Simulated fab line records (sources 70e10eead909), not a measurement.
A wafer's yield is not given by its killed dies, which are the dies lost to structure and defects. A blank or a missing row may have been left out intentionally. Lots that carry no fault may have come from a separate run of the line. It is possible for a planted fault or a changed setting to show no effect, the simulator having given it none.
fab line records -- flow nand-harc
record: lots: 24, wafers: 72, last-day: 24
route steps=1159 shown P_M1@297 P_M2@349 A_ONON_D1@441 A_CHANNEL_HOLE_D1@475
lots that met no fault: taken from a fault-free run of the same line
start-h: hours from the record's first day to the start of the lot's first wafer shown -- wait-h: hours from the lot's prior step to this one -- " unchanged from the row above -- L1.1+2: a row that stands for several wafers -- - value missing, or start not given -- * or withheld: withheld -- < > ~ a bound
route shown NAME@n: names a module that has steps shown in the file, with the first one's number in the route -- usual: mean/standard deviation of fault-free wafers -- same: alike in all rows -- chamber/n: place in a boat -- sites: the reading at each site -- _std_site: their standard deviation -- _edge_site: mean of outer sites minus mean of inner sites -- radius-mm: how far each site lies from the wafer's centre -- mask NAME#n: copy n -- behind: the last tool/chamber to shape the wafer -- hold: the reason the lot was held/the length of the hold in hours/how it ended -- device: the transistor (n, p or np) that didn't switch -- end of line: at the end of the route, the tests of the same wafers -- a step given without rows: its recipe and nothing more -- killed: the dies lost at the first sort to structure and to defects; this is not the yield of the wafer -- map: the dies of a wafer, with x for killed, . for not killed, _ for no die there
set.NAME: the run value of the setting; set.NAME@STEP: its run value at that earlier step -- model.NAME: the simulator's own value behind a step, which no gauge read
one table for each step of the route and one row for each wafer, over a sample of lots
services: the hour from which a tool's chamber was out of use, counted from the record's first day as start-h (under 0 if before that day), plus the number of hours and why
== steps ==
step: NHARC_P_M1_INSPECT_11
usual: raw-defect-count: 3.7/2.7
lot.wafer,tool,chamber,start-h,wait-h,raw-defect-count
L074.1,defect-inspect-02,-,121.98,0.0,5
L074.2,defect-inspect-02,-,121.98,0.0,6
L074.5,defect-inspect-02,-,121.98,0.0,10
L076.1,defect-inspect-01,-,125.97,0.0,2
L076.2,defect-inspect-01,-,125.97,0.0,2
L076.6,defect-inspect-01,-,125.97,0.0,1
L075.1,defect-inspect-02,-,135.59,0.0,5
L075.3,defect-inspect-02,-,135.59,0.0,8
L075.4,defect-inspect-02,-,135.59,0.0,8
L078.1,defect-inspect-01,-,139.20,0.0,2
L078.3,defect-inspect-01,-,139.20,0.0,3
L078.4,defect-inspect-01,-,139.20,0.0,4
L077.2,defect-inspect-02,-,144.27,0.0,3
L077.3,defect-inspect-02,-,144.27,0.0,7
L077.4,defect-inspect-02,-,144.27,0.0,3
L079.1,defect-inspect-01,-,146.37,0.0,2
L079.3,defect-inspect-01,-,146.37,0.0,1
L079.4,defect-inspect-01,-,146.37,0.0,2
L080.3,defect-inspect-02,-,154.82,0.0,2
L080.4,defect-inspect-02,-,154.82,0.0,2
L080.6,defect-inspect-02,-,154.82,0.0,5
L081.1,defect-inspect-01,-,166.18,0.0,4
L081.2,defect-inspect-01,-,166.18,0.0,1
L081.6,defect-inspect-01,-,166.18,0.0,5
L083.1,defect-inspect-01,-,170.57,0.0,5
L083.2,defect-inspect-01,-,170.57,0.0,3
L083.6,defect-inspect-01,-,170.57,0.0,4
L082.1,defect-inspect-02,-,171.23,0.0,2
L082.2,defect-inspect-02,-,171.23,0.0,1
L082.5,defect-inspect-02,-,171.23,0.0,6
L084.1,defect-inspect-01,-,178.15,0.0,5
L084.3,defect-inspect-01,-,178.15,0.0,12
L084.4,defect-inspect-01,-,178.15,0.0,10
L089.2,defect-inspect-01,-,197.10,0.0,3
L089.4,defect-inspect-01,-,197.10,0.0,5
L089.6,defect-inspect-01,-,197.10,0.0,0
L087.2,defect-inspect-02,-,197.65,0.0,3
L087.4,defect-inspect-02,-,197.65,0.0,1
L087.5,defect-inspect-02,-,197.65,0.0,3
L085.1,defect-inspect-01,-,199.02,0.0,0
L085.2,defect-inspect-01,-,199.02,0.0,4
L085.3,defect-inspect-01,-,199.02,0.0,2
L086.1,defect-inspect-01,-,208.81,0.0,7
L086.3,defect-inspect-01,-,208.81,0.0,2
L086.6,defect-inspect-01,-,208.81,0.0,2
L088.1,defect-inspect-02,-,218.03,0.0,6
L088.2,defect-inspect-02,-,218.03,0.0,3
L088.5,defect-inspect-02,-,218.03,0.0,5
L090.3,defect-inspect-01,-,222.71,0.0,1
L090.5,defect-inspect-01,-,222.71,0.0,2
L090.6,defect-inspect-01,-,222.71,0.0,4
L091.1,defect-inspect-01,-,227.84,0.0,4
L091.3,defect-inspect-01,-,227.84,0.0,2
L091.4,defect-inspect-01,-,227.84,0.0,0
L092.4,defect-inspect-01,-,230.16,0.0,3
L092.5,defect-inspect-01,-,230.16,0.0,1
L092.6,defect-inspect-01,-,230.16,0.0,5
L094.1,defect-inspect-01,-,237.23,0.0,1
L094.2,defect-inspect-01,-,237.23,0.0,0
L094.6,defect-inspect-01,-,237.23,0.0,1
L093.3,defect-inspect-01,-,237.95,0.0,3
L093.4,defect-inspect-01,-,237.95,0.0,8
L093.6,defect-inspect-01,-,237.95,0.0,6
L095.1,defect-inspect-02,-,245.78,0.1,0
L095.4,defect-inspect-02,-,245.78,0.1,6
L095.6,defect-inspect-02,-,245.78,0.1,3
L096.2,defect-inspect-02,-,251.34,0.0,4
L096.3,defect-inspect-02,-,251.34,0.0,2
L096.6,defect-inspect-02,-,251.34,0.0,4
L097.2,defect-inspect-02,-,251.77,0.0,6
L097.4,defect-inspect-02,-,251.77,0.0,5
L097.6,defect-inspect-02,-,251.77,0.0,7
step: NHARC_P_M1_DEP_33
recipe: target-thk-a: 300, temp-c: 370, target-thk-nm: 30, pressure-torr: 3, flow-sccm: 200, rf-w: 450, material: SiCN
usual: heater-power-w: 531/71
lot.wafer,tool,chamber,start-h,wait-h,heater-power-w,since-wet-clean-h
L074.1,pecvd-04,0,125.18,0.1,525,98
L074.2,pecvd-04,1,125.18,0.1,499,98
L074.5,pecvd-04,2,125.18,0.1,507,-
L076.1,pecvd-03,1,128.97,0.1,550,5
L076.2,pecvd-03,2,128.97,0.1,575,5
L076.6,pecvd-03,0,128.97,0.1,441,-
L075.1,pecvd-02,0,138.37,0.1,550,153
L075.3,pecvd-02,1,138.37,0.1,564,153
L075.4,pecvd-02,0,138.37,0.1,545,-
L078.3,pecvd-02,0,141.99,0.1,599,157
L078.1,pecvd-02,2,141.99,0.1,370,157
L078.4,pecvd-02,0,141.99,0.1,591,-
L077.3,pecvd-02,1,147.05,0.1,567,162
L077.2,pecvd-02,0,147.05,0.1,520,162
L077.4,pecvd-02,2,147.05,0.1,446,-
L079.3,pecvd-04,1,149.15,0.1,490,122
L079.1,pecvd-04,2,149.15,0.1,621,122
L079.4,pecvd-04,1,149.15,0.1,499,-
L080.3,pecvd-04,0,157.64,0.1,629,131
L080.4,pecvd-04,2,157.64,0.1,604,-
L080.6,pecvd-04,0,157.64,0.1,626,-
L081.2,pecvd-02,2,169.05,0.1,505,3
L081.1,pecvd-02,0,169.05,0.1,632,3
L081.6,pecvd-02,0,169.05,0.1,635,-
L083.2,pecvd-02,0,173.49,0.1,525,7
L083.1,pecvd-02,2,173.49,0.1,471,7
L083.6,pecvd-02,2,173.49,0.1,462,-
L082.1,pecvd-04,2,174.08,0.1,562,147
L082.2,pecvd-04,0,174.08,0.1,500,147
L082.5,pecvd-04,1,174.08,0.1,522,-
L084.3,pecvd-02,2,180.98,0.1,478,15
L084.1,pecvd-02,0,180.98,0.1,538,15
L084.4,pecvd-02,0,180.98,0.1,541,-
L089.2,pecvd-03,1,199.96,0.1,561,76
L089.6,pecvd-03,2,199.96,0.1,510,-
L089.4,pecvd-03,0,199.96,0.1,492,-
L087.2,pecvd-03,1,200.77,0.1,529,77
L087.4,pecvd-03,0,200.77,0.1,413,-
L087.5,pecvd-03,1,200.77,0.1,519,-
L085.2,pecvd-03,1,201.88,0.1,510,78
L085.3,pecvd-03,2,201.88,0.1,519,78
L085.1,pecvd-03,0,201.88,0.1,445,78
L086.1,pecvd-02,2,211.79,0.1,456,46
L086.3,pecvd-02,0,211.79,0.1,524,46
L086.6,pecvd-02,0,211.79,0.1,525,-
L088.2,pecvd-04,1,220.99,0.1,512,13
L088.1,pecvd-04,2,220.99,0.1,626,13
L088.5,pecvd-04,1,220.99,0.1,515,-
L090.3,pecvd-02,1,225.51,0.1,553,59
L090.6,pecvd-02,1,225.51,0.1,562,-
L090.5,pecvd-02,0,225.51,0.1,608,-
L091.1,pecvd-04,2,230.81,0.1,618,23
L091.3,pecvd-04,1,230.81,0.1,438,23
L091.4,pecvd-04,1,230.81,0.1,441,-
L092.6,pecvd-03,0,233.17,0.2,480,-
L092.5,pecvd-03,1,233.17,0.2,494,-
L092.4,pecvd-03,2,233.17,0.2,540,-
L094.2,pecvd-04,0,240.84,0.1,558,33
L094.1,pecvd-04,1,240.84,0.1,429,33
L094.6,pecvd-04,0,240.84,0.1,571,-
L093.3,pecvd-02,2,241.19,0.1,432,75
L093.6,pecvd-02,0,241.19,0.1,654,-
L093.4,pecvd-02,2,241.19,0.1,419,-
L095.1,pecvd-03,1,248.76,0.1,561,125
L095.6,pecvd-03,1,248.76,0.1,570,-
L095.4,pecvd-03,2,248.76,0.1,572,-
L096.3,pecvd-02,0,254.64,0.1,529,89
L096.2,pecvd-02,2,254.64,0.1,456,89
L096.6,pecvd-02,1,254.64,0.1,514,-
L097.2,pecvd-04,2,255.15,0.1,601,47
L097.4,pecvd-04,0,255.15,0.1,671,-
L097.6,pecvd-04,0,255.15,0.1,682,-
step: NHARC_P_M2_PRE_CLEAN_32
recipe: time-s: 12, temp-c: 370, rf-power-w: 300, gas: NH3
usual: heater-power-w: 572/68
lot.wafer,tool,chamber,start-h,wait-h,heater-power-w,since-wet-clean-h
L074.2,pecvd-03,2,129.32,0.1,527,5
L074.1,pecvd-03,0,129.32,0.1,453,5
L074.5,pecvd-03,0,129.32,0.1,455,-
L076.1,pecvd-03,1,132.91,0.1,604,9
L076.2,pecvd-03,0,132.91,0.1,499,9
L076.6,pecvd-03,2,132.91,0.1,529,-
L075.1,pecvd-03,1,142.44,0.1,611,18
L075.3,pecvd-03,0,142.44,0.1,525,18
L075.4,pecvd-03,0,142.44,0.1,519,-
L078.1,pecvd-02,0,146.07,0.1,685,161
L078.3,pecvd-02,2,146.07,0.1,516,161
L078.4,pecvd-02,2,146.07,0.1,503,-
L077.3,pecvd-04,0,151.05,0.1,566,124
L077.2,pecvd-04,1,151.05,0.1,463,124
L077.4,pecvd-04,0,151.05,0.1,565,-
L079.3,pecvd-04,0,153.25,0.1,641,126
L079.1,pecvd-04,2,153.25,0.1,654,126
L079.4,pecvd-04,0,153.25,0.1,652,-
L080.3,pecvd-04,0,161.58,0.1,633,135
L080.4,pecvd-04,2,161.58,0.1,634,-
L080.6,pecvd-04,1,161.58,0.1,513,-
L081.2,pecvd-02,0,173.09,0.1,663,7
L081.1,pecvd-02,1,173.09,0.1,638,7
L081.6,pecvd-02,0,173.09,0.1,649,-
L083.1,pecvd-04,1,177.55,0.1,492,151
L083.2,pecvd-04,2,177.55,0.1,560,151
L083.6,pecvd-04,1,177.55,0.1,490,-
L082.1,pecvd-03,1,178.12,0.1,536,54
L082.2,pecvd-03,2,178.12,0.1,577,54
L082.5,pecvd-03,1,178.12,0.1,562,-
L084.3,pecvd-03,1,185.03,0.1,524,61
L084.1,pecvd-03,2,185.03,0.1,620,61
L084.4,pecvd-03,1,185.03,0.1,519,-
L089.2,pecvd-02,2,204.10,0.1,546,38
L089.4,pecvd-02,1,204.10,0.1,575,-
L089.6,pecvd-02,0,204.10,0.1,612,-
L087.2,pecvd-02,0,205.03,0.1,674,39
L087.4,pecvd-02,0,205.03,0.1,658,-
L087.5,pecvd-02,1,205.03,0.1,587,-
L085.2,pecvd-02,2,206.20,0.1,534,40
L085.1,pecvd-02,0,206.20,0.1,694,40
L085.3,pecvd-02,1,206.20,0.1,570,40
L086.1,pecvd-03,0,215.84,0.1,527,92
L086.3,pecvd-03,1,215.84,0.1,611,92
L086.6,pecvd-03,2,215.84,0.1,586,-
L088.2,pecvd-03,0,225.13,0.1,478,101
L088.1,pecvd-03,2,225.13,0.1,611,101
L088.5,pecvd-03,0,225.13,0.1,474,-
L090.3,pecvd-02,0,229.47,0.1,642,63
L090.6,pecvd-02,0,229.47,0.1,633,-
L090.5,pecvd-02,2,229.47,0.1,485,-
L091.1,pecvd-02,1,235.05,0.1,624,69
L091.3,pecvd-02,2,235.05,0.1,444,69
L091.4,pecvd-02,2,235.05,0.1,451,-
L092.5,pecvd-03,2,237.30,0.1,610,-
L092.4,pecvd-03,0,237.30,0.1,478,-
L092.6,pecvd-03,1,237.30,0.1,585,-
L094.2,pecvd-04,1,245.04,0.1,533,37
L094.1,pecvd-04,2,245.04,0.1,667,37
L094.6,pecvd-04,2,245.04,0.1,667,-
L093.3,pecvd-03,2,245.75,0.5,558,121
L093.4,pecvd-03,1,245.75,0.5,607,-
L093.6,pecvd-03,2,245.75,0.5,535,-
L095.1,pecvd-02,1,252.89,0.1,561,87
L095.4,pecvd-02,0,252.89,0.1,628,-
L095.6,pecvd-02,1,252.89,0.1,565,-
L096.2,pecvd-02,2,258.80,0.1,508,93
L096.3,pecvd-02,1,258.80,0.1,573,93
L096.6,pecvd-02,1,258.80,0.1,568,-
L097.2,pecvd-03,2,259.53,0.1,595,135
L097.4,pecvd-03,0,259.53,0.1,433,-
L097.6,pecvd-03,1,259.53,0.1,615,-
step: NHARC_P_M2_DEP_33
recipe: target-thk-a: 300, temp-c: 370, target-thk-nm: 30, pressure-torr: 3, flow-sccm: 200, rf-w: 450, material: SiCN
usual: heater-power-w: 521/63
lot.wafer,tool,chamber,start-h,wait-h,heater-power-w,since-wet-clean-h
L074.2,pecvd-03,2,129.40,0.1,542,5
L074.1,pecvd-03,0,129.40,0.1,464,5
L074.5,pecvd-03,0,129.40,0.1,446,-
L076.1,pecvd-03,1,132.99,0.1,516,9
L076.2,pecvd-03,0,132.99,0.1,487,9
L076.6,pecvd-03,2,132.99,0.1,570,-
L075.1,pecvd-03,1,142.52,0.1,504,18
L075.3,pecvd-03,0,142.52,0.1,407,18
L075.4,pecvd-03,0,142.52,0.1,403,-
L078.1,pecvd-02,0,146.15,0.1,614,161
L078.3,pecvd-02,2,146.15,0.1,462,161
L078.4,pecvd-02,2,146.15,0.1,452,-
L077.3,pecvd-04,0,151.16,0.1,536,124
L077.2,pecvd-04,1,151.16,0.1,447,124
L077.4,pecvd-04,0,151.16,0.1,559,-
L079.3,pecvd-04,0,153.33,0.1,595,126
L079.1,pecvd-04,2,153.33,0.1,552,126
L079.4,pecvd-04,0,153.33,0.1,583,-
L080.3,pecvd-04,0,161.69,0.1,611,135
L080.4,pecvd-04,2,161.69,0.1,620,-
L080.6,pecvd-04,1,161.69,0.1,489,-
L081.2,pecvd-02,0,173.20,0.1,649,7
L081.1,pecvd-02,1,173.20,0.1,581,7
L081.6,pecvd-02,0,173.20,0.1,638,-
L083.1,pecvd-04,1,177.66,0.1,497,151
L083.2,pecvd-04,2,177.66,0.1,564,151
L083.6,pecvd-04,1,177.66,0.1,502,-
L082.1,pecvd-03,1,178.23,0.1,559,54
L082.2,pecvd-03,2,178.23,0.1,587,54
L082.5,pecvd-03,1,178.23,0.1,551,-
L084.3,pecvd-03,1,185.14,0.1,524,61
L084.1,pecvd-03,2,185.14,0.1,506,61
L084.4,pecvd-03,1,185.14,0.1,534,-
L089.2,pecvd-02,2,204.21,0.1,446,38
L089.4,pecvd-02,1,204.21,0.1,597,-
L089.6,pecvd-02,0,204.21,0.1,548,-
L087.2,pecvd-02,0,205.11,0.1,599,39
L087.4,pecvd-02,0,205.11,0.1,610,-
L087.5,pecvd-02,1,205.11,0.1,504,-
L085.2,pecvd-02,2,206.28,0.1,409,40
L085.1,pecvd-02,0,206.28,0.1,625,40
L085.3,pecvd-02,1,206.28,0.1,594,40
L086.1,pecvd-03,0,215.95,0.1,434,92
L086.3,pecvd-03,1,215.95,0.1,472,92
L086.6,pecvd-03,2,215.95,0.1,554,-
L088.2,pecvd-03,0,225.21,0.1,388,101
L088.1,pecvd-03,2,225.21,0.1,536,101
L088.5,pecvd-03,0,225.21,0.1,384,-
L090.3,pecvd-02,0,229.55,0.1,561,63
L090.6,pecvd-02,0,229.55,0.1,559,-
L090.5,pecvd-02,2,229.55,0.1,408,-
L091.1,pecvd-02,1,235.16,0.1,587,69
L091.3,pecvd-02,2,235.16,0.1,442,69
L091.4,pecvd-02,2,235.16,0.1,449,-
L092.5,pecvd-03,2,237.47,0.2,531,-
L092.4,pecvd-03,0,237.47,0.2,495,-
L092.6,pecvd-03,1,237.47,0.2,473,-
L094.2,pecvd-04,1,245.15,0.1,473,37
L094.1,pecvd-04,2,245.15,0.1,615,37
L094.6,pecvd-04,2,245.15,0.1,605,-
L093.3,pecvd-03,2,245.89,0.1,497,122
L093.4,pecvd-03,1,245.89,0.1,530,-
L093.6,pecvd-03,2,245.89,0.1,492,-
L095.1,pecvd-02,1,253.00,0.1,585,87
L095.4,pecvd-02,0,253.00,0.1,551,-
L095.6,pecvd-02,1,253.00,0.1,593,-
L096.2,pecvd-02,2,258.87,0.1,414,93
L096.3,pecvd-02,1,258.87,0.1,526,93
L096.6,pecvd-02,1,258.87,0.1,527,-
L097.2,pecvd-03,2,259.61,0.1,530,135
L097.4,pecvd-03,0,259.61,0.1,426,-
L097.6,pecvd-03,1,259.61,0.1,469,-
step: NHARC_A_ONON_D1_THK_MEAS_24
recipe: thk-meas-gauge: ellipsometry
usual: thk-nm: 1001/10
lot.wafer,tool,chamber,start-h,wait-h,thk-nm
L076.1,film-metro-01,-,174.49,-,1005
L076.2,film-metro-01,-,174.49,-,1006
L076.6,film-metro-01,-,174.49,-,1007
L074.1,film-metro-02,-,174.51,-,1012
L074.2,film-metro-02,-,174.51,-,1013
L074.5,film-metro-02,-,174.51,-,1014
L075.1,film-metro-02,-,182.62,-,996
L075.3,film-metro-02,-,182.62,-,996
L075.4,film-metro-02,-,182.62,-,994
L078.1,film-metro-01,-,182.82,-,992
L078.3,film-metro-01,-,182.82,-,989
L078.4,film-metro-01,-,182.82,-,989
L077.2,film-metro-02,-,190.74,-,1010
L077.3,film-metro-02,-,190.74,-,1008
L077.4,film-metro-02,-,190.74,-,1009
L079.1,film-metro-01,-,190.75,-,1017
L079.3,film-metro-01,-,190.75,-,1015
L079.4,film-metro-01,-,190.75,-,1017
L080.3,film-metro-01,-,204.64,-,994
L080.4,film-metro-01,-,204.64,-,995
L080.6,film-metro-01,-,204.64,-,995
L081.1,film-metro-02,-,215.14,-,999
L081.2,film-metro-02,-,215.14,-,996
L081.6,film-metro-02,-,215.14,-,998
L082.1,film-metro-01,-,219.04,-,994
L082.2,film-metro-01,-,219.04,-,994
L082.5,film-metro-01,-,219.04,-,995
L083.1,film-metro-02,-,219.05,-,1018
L083.2,film-metro-02,-,219.05,-,1020
L083.6,film-metro-02,-,219.05,-,1020
L084.1,film-metro-02,-,224.03,-,994
L084.3,film-metro-02,-,224.03,-,994
L084.4,film-metro-02,-,224.03,-,993
L089.2,film-metro-02,-,244.20,-,985
L089.4,film-metro-02,-,244.20,-,984
L089.6,film-metro-02,-,244.20,-,984
L085.1,film-metro-01,-,244.21,-,997
L085.2,film-metro-01,-,244.21,-,998
L085.3,film-metro-01,-,244.21,-,996
L087.2,film-metro-01,-,244.46,-,1003
L087.4,film-metro-01,-,244.46,-,1003
L087.5,film-metro-01,-,244.46,-,1003
L086.1,film-metro-02,-,255.63,-,1007
L086.3,film-metro-02,-,255.63,-,1006
L086.6,film-metro-02,-,255.63,-,1007
L090.3,film-metro-02,-,266.35,-,994
L090.5,film-metro-02,-,266.35,-,995
L090.6,film-metro-02,-,266.35,-,996
L088.1,film-metro-01,-,266.35,-,993
L088.2,film-metro-01,-,266.35,-,992
L088.5,film-metro-01,-,266.35,-,991
L091.1,film-metro-01,-,274.91,-,1014
L091.3,film-metro-01,-,274.91,-,1014
L091.4,film-metro-01,-,274.91,-,1015
L092.4,film-metro-02,-,274.91,-,995
L092.5,film-metro-02,-,274.91,-,994
L092.6,film-metro-02,-,274.91,-,995
L094.1,film-metro-02,-,285.95,-,999
L094.2,film-metro-02,-,285.95,-,999
L094.6,film-metro-02,-,285.95,-,998
L093.3,film-metro-01,-,285.99,-,1019
L093.4,film-metro-01,-,285.99,-,1021
L093.6,film-metro-01,-,285.99,-,1023
L095.1,film-metro-02,-,294.13,-,987
L095.4,film-metro-02,-,294.13,-,987
L095.6,film-metro-02,-,294.13,-,987
L097.2,film-metro-02,-,298.18,-,995
L097.4,film-metro-02,-,298.18,-,993
L097.6,film-metro-02,-,298.18,-,994
L096.2,film-metro-01,-,298.18,-,1001
L096.3,film-metro-01,-,298.18,-,1002
L096.6,film-metro-01,-,298.18,-,1002
step: NHARC_A_CHANNEL_HOLE_D1_ETCH_23
recipe: bias-v: 5000, source-w: withheld, pressure-mtorr: 20, time-s: 819, ar-flow-sccm: 375, c4f8-flow-sccm: 89.3, o2-flow-sccm: 35.7, temp-c: -20, target-depth-a: 16000, chemistry: C4F8/O2/Ar
usual: chamber-pressure-mTorr: 20.001/0.019, drypump-motor-current-A: 5.6/0.45, showerhead-plenum-p-Torr: 3.73/0.088, throttle-valve-pct: 32.154/0.0091
lot.wafer,tool,chamber,start-h,wait-h,chamber-pressure-mTorr,drypump-motor-current-A,rf-hours-counter-h,showerhead-plenum-p-Torr,throttle-valve-pct
L076.2,har-etch-01,1,188.16,0.5,19.999,5.0,196,3.82,32.146
L076.1,har-etch-01,0,188.16,0.5,20.004,5.6,196,3.79,32.136
L076.6,har-etch-01,0,188.16,0.5,20.011,5.6,-,3.79,32.163
L074.1,har-etch-02,0,188.33,0.5,19.998,5.2,101,3.80,32.161
L074.2,har-etch-02,1,188.33,0.5,20.012,6.2,101,3.62,32.146
L074.5,har-etch-02,1,188.33,0.5,20.008,6.2,-,3.62,32.158
L075.1,har-etch-01,0,192.62,0.5,20.001,5.6,200,3.79,32.164
L075.4,har-etch-01,1,192.62,0.5,20.016,5.1,-,3.82,32.157
L075.3,har-etch-01,0,192.62,0.5,20.006,5.6,-,3.79,32.155
L078.1,har-etch-02,0,194.38,0.5,20.025,5.3,105,3.80,32.164
L078.3,har-etch-02,0,194.38,0.5,20.025,5.2,-,3.80,32.136
L078.4,har-etch-02,1,194.38,0.5,19.962,6.2,-,3.61,32.150
L079.1,har-etch-02,1,200.60,0.5,19.990,6.2,109,3.61,32.149
L079.4,har-etch-02,0,200.60,0.5,20.003,5.3,-,3.80,32.160
L079.3,har-etch-02,1,200.60,0.5,19.998,6.2,-,3.61,32.150
L077.2,har-etch-01,0,200.86,0.5,20.020,5.6,207,3.79,32.175
L077.4,har-etch-01,0,200.86,0.5,20.013,5.6,-,3.79,32.152
L077.3,har-etch-01,1,200.86,0.5,19.982,5.1,-,3.82,32.141
L080.4,har-etch-02,1,212.67,0.5,19.978,6.2,-,3.61,32.154
L080.3,har-etch-02,0,212.67,0.5,20.031,5.3,-,3.80,32.143
L080.6,har-etch-02,0,212.67,0.5,19.988,5.2,-,3.80,32.149
L081.1,har-etch-01,0,222.83,0.5,19.989,5.6,211,3.78,32.142
L081.2,har-etch-01,1,222.83,0.5,20.009,5.1,211,3.81,32.142
L081.6,har-etch-01,0,222.83,0.5,19.982,5.6,-,3.78,32.157
L082.2,har-etch-02,0,226.13,0.5,19.949,5.3,117,3.80,32.156
L082.1,har-etch-02,1,226.13,0.5,20.016,6.2,117,3.61,32.153
L082.5,har-etch-02,1,226.13,0.5,20.005,6.2,-,3.61,32.161
L083.1,har-etch-01,1,226.99,0.5,19.986,5.0,215,3.81,32.155
L083.2,har-etch-01,0,226.99,0.5,20.009,5.6,215,3.78,32.142
L083.6,har-etch-01,1,226.99,0.5,19.991,5.1,-,3.81,32.151
L084.1,har-etch-02,1,235.59,0.5,19.972,6.2,122,3.60,32.164
L084.4,har-etch-02,0,235.59,0.5,19.971,5.2,-,3.79,32.149
L084.3,har-etch-02,1,235.59,0.5,19.997,6.2,-,3.60,32.151
L089.2,har-etch-02,0,251.54,0.5,19.997,5.2,129,3.79,32.162
L089.4,har-etch-02,1,251.54,0.5,19.991,6.2,-,3.60,32.164
L089.6,har-etch-02,1,251.54,0.5,19.960,6.2,-,3.60,32.164
L085.1,har-etch-01,1,251.55,0.5,19.997,5.1,225,3.81,32.151
L085.2,har-etch-01,0,251.55,0.5,19.990,5.6,225,3.78,32.144
L085.3,har-etch-01,1,251.55,0.5,19.991,5.0,-,3.81,32.149
L087.2,har-etch-02,1,255.73,0.5,20.011,6.2,133,3.60,32.166
L087.4,har-etch-02,0,255.73,0.5,20.027,5.3,-,3.79,32.157
L087.5,har-etch-02,1,255.73,0.5,19.994,6.2,-,3.60,32.153
L086.1,har-etch-02,0,262.82,0.5,19.993,5.3,137,3.78,32.160
L086.3,har-etch-02,0,262.82,0.5,20.015,5.3,-,3.78,32.136
L086.6,har-etch-02,1,262.82,0.5,19.978,6.3,-,3.60,32.151
L088.2,har-etch-02,0,273.62,0.5,20.047,5.2,141,3.78,32.152
L088.1,har-etch-02,1,273.62,0.5,20.006,6.2,141,3.59,32.153
L088.5,har-etch-02,1,273.62,0.5,20.003,6.2,-,3.59,32.150
L090.3,har-etch-01,1,273.83,0.5,20.002,5.1,-,3.80,32.169
L090.6,har-etch-01,1,273.83,0.5,19.993,5.1,-,3.80,32.153
L090.5,har-etch-01,0,273.83,0.5,19.992,5.6,-,3.77,32.164
L091.1,har-etch-01,1,282.33,0.5,20.028,5.1,240,3.80,32.144
L091.3,har-etch-01,1,282.33,0.5,20.036,5.1,-,3.80,32.153
L091.4,har-etch-01,0,282.33,0.5,19.992,5.6,-,3.77,32.157
L092.4,har-etch-02,1,282.39,0.5,19.989,6.2,-,3.59,32.154
L092.5,har-etch-02,0,282.39,0.5,20.022,5.2,-,3.78,32.164
L092.6,har-etch-02,1,282.39,0.5,19.977,6.2,-,3.59,32.149
L094.1,har-etch-01,1,294.97,0.5,19.975,5.1,246,3.79,32.157
L094.2,har-etch-01,0,294.97,0.5,20.001,5.6,246,3.76,32.154
L094.6,har-etch-01,0,294.97,0.5,20.011,5.6,-,3.77,32.157
L093.3,har-etch-02,1,296.19,0.5,20.007,6.2,-,3.59,32.153
L093.4,har-etch-02,0,296.19,0.5,19.998,5.3,-,3.77,32.161
L093.6,har-etch-02,0,296.19,0.5,20.005,5.3,-,3.77,32.157
L095.1,har-etch-01,0,301.84,0.5,19.992,5.6,249,3.76,32.169
L095.4,har-etch-01,0,301.84,0.5,19.983,5.6,-,3.76,32.159
L095.6,har-etch-01,1,301.84,0.5,20.020,5.1,-,3.79,32.141
L097.2,har-etch-02,1,308.36,0.5,20.005,6.2,157,3.59,32.144
L097.4,har-etch-02,1,308.36,0.5,20.003,6.2,-,3.59,32.159
L097.6,har-etch-02,1,308.36,0.5,19.978,6.3,-,3.59,32.160
L096.2,har-etch-02,1,312.41,0.5,19.990,6.2,161,3.58,32.140
L096.3,har-etch-02,0,312.41,0.5,20.011,5.3,-,3.77,32.161
L096.6,har-etch-02,0,312.41,0.5,20.002,5.2,-,3.77,32.160
== services ==
tool,chamber,start-h,hours,kind
pecvd-03,-,111.26,13.0,pm
pecvd-03,0,111.26,13.0,vent-cycle
pecvd-03,1,111.26,13.0,vent-cycle
pecvd-03,2,111.26,13.0,vent-cycle
pecvd-03,0,124.26,-,clean
pecvd-03,1,124.26,-,clean
pecvd-03,2,124.26,-,clean
pecvd-02,-,153.14,13.0,pm
pecvd-02,0,153.14,13.0,vent-cycle
pecvd-02,1,153.14,13.0,vent-cycle
pecvd-02,2,153.14,13.0,vent-cycle
pecvd-02,0,166.14,-,clean
pecvd-02,1,166.14,-,clean
pecvd-02,2,166.14,-,clean
pecvd-03,-,168.33,5.8,repair
pecvd-02,2,170.18,2.3,repair
pecvd-04,-,195.00,13.0,pm
pecvd-04,1,251.46,5.5,repair
pecvd-03,-,292.26,13.0,pm
pecvd-03,0,292.26,13.0,vent-cycle
pecvd-03,1,292.26,13.0,vent-cycle
pecvd-03,2,292.26,13.0,vent-cycle
har-etch-01,-,305.00,17.0,pm
pecvd-03,0,305.26,-,clean
== key ==
fault none
